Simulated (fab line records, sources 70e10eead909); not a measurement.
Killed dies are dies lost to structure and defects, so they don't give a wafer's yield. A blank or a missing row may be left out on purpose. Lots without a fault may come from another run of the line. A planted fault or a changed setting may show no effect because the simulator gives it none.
Chamber matching | flow nand_harc | NHARC_A_BLC_DESCUM_15 on rie_diel-10: 4 sister chambers
The step chemistry O2, time 3 s. 18 wafers are shown with their chamber, then 9 later ones without.

WAFERS WITH THEIR CHAMBER
wafer  | chamber | showerhead_plenum_p_Torr (Torr) | drypump_motor_current_A (A) | oes_product_au (a.u.)
L815.1 | 0       | 1.84                            | 6.2                         | 1.008
L815.4 | 3       | 2.01                            | 5.8                         | 1.008
L815.6 | 0       | 1.84                            | 6.1                         | 1.002
L817.1 | 0       | 1.84                            | 6.1                         | 1.007
L817.2 | 1       | 2.04                            | 5.4                         | 1.015
L817.3 | 3       | 2.01                            | 5.8                         | 1.012
L819.2 | 0       | 1.84                            | 6.2                         | 1.017
L819.5 | 1       | 2.04                            | 5.4                         | 1.010
L819.6 | 3       | 2.01                            | 5.8                         | 1.030
L821.3 | 0       | 1.84                            | 6.1                         | 1.008
L821.4 | 3       | 2.01                            | 5.8                         | 1.004
L821.6 | 2       | 1.88                            | 5.9                         | 0.991
L832.3 | 1       | 2.03                            | 5.4                         | 0.990
L832.5 | 0       | 1.84                            | 6.2                         | 1.000
L832.6 | 3       | 2.01                            | 5.8                         | 1.017
L833.1 | 1       | 2.03                            | 5.4                         | 0.987
L833.2 | 3       | 2.01                            | 5.8                         | 1.024
L833.5 | 0       | 1.84                            | 6.2                         | 0.985

SIGNATURES (means of the wafers above)
reading                  | chamber 0 | chamber 1 | chamber 2 | chamber 3 | scatter within a chamber
showerhead_plenum_p_Torr | 1.8400    | 2.0350    | 1.8800    | 2.0100    | 0.00267
drypump_motor_current_A  | 6.157     | 5.400     | 5.900     | 5.800     | 0.035
oes_product_au           | 1.00386   | 1.00050   | 0.99100   | 1.01583   | 0.0109
Rule: a wafer's distance from a chamber is the root of the sum, over the readings, of the square of ((its reading less the chamber's mean) divided by the reading's scatter). The wafer belongs to the nearest chamber; if the next one is less than 2 further off, it can't be placed. The scatter: the root of (the sum of the squares of (reading less its chamber's mean) over the shown wafers, divided by (wafers less chambers)).

WAFERS WITHOUT THEIR CHAMBER
wafer  | showerhead_plenum_p_Torr (Torr) | drypump_motor_current_A (A) | oes_product_au (a.u.)
L837.2 | 2.01                            | 5.8                         | 1.028
L837.3 | 1.84                            | 6.2                         | 0.999
L837.4 | 1.88                            | 5.9                         | 1.021
L838.1 | 1.88                            | 5.9                         | 1.023
L838.3 | 1.84                            | 6.2                         | 0.991
L838.6 | 2.01                            | 5.8                         | 1.034
L836.1 | 1.88                            | 5.9                         | 1.024
L836.4 | 1.84                            | 6.2                         | 1.006
L836.5 | 1.88                            | 5.9                         | 1.019

WHICH CHAMBER EACH WENT THROUGH
wafer  | from the rows above | in truth
L837.2 | 3                   | 3
L837.3 | 0                   | 0
L837.4 | 2                   | 2
L838.1 | 2                   | 2
L838.3 | 0                   | 0
L838.6 | 3                   | 3
L836.1 | 2                   | 2
L836.4 | 0                   | 0
L836.5 | 2                   | 2
Placed correctly: 9 of 9. Can't be placed from these rows: 0. Placed wrongly: 0.
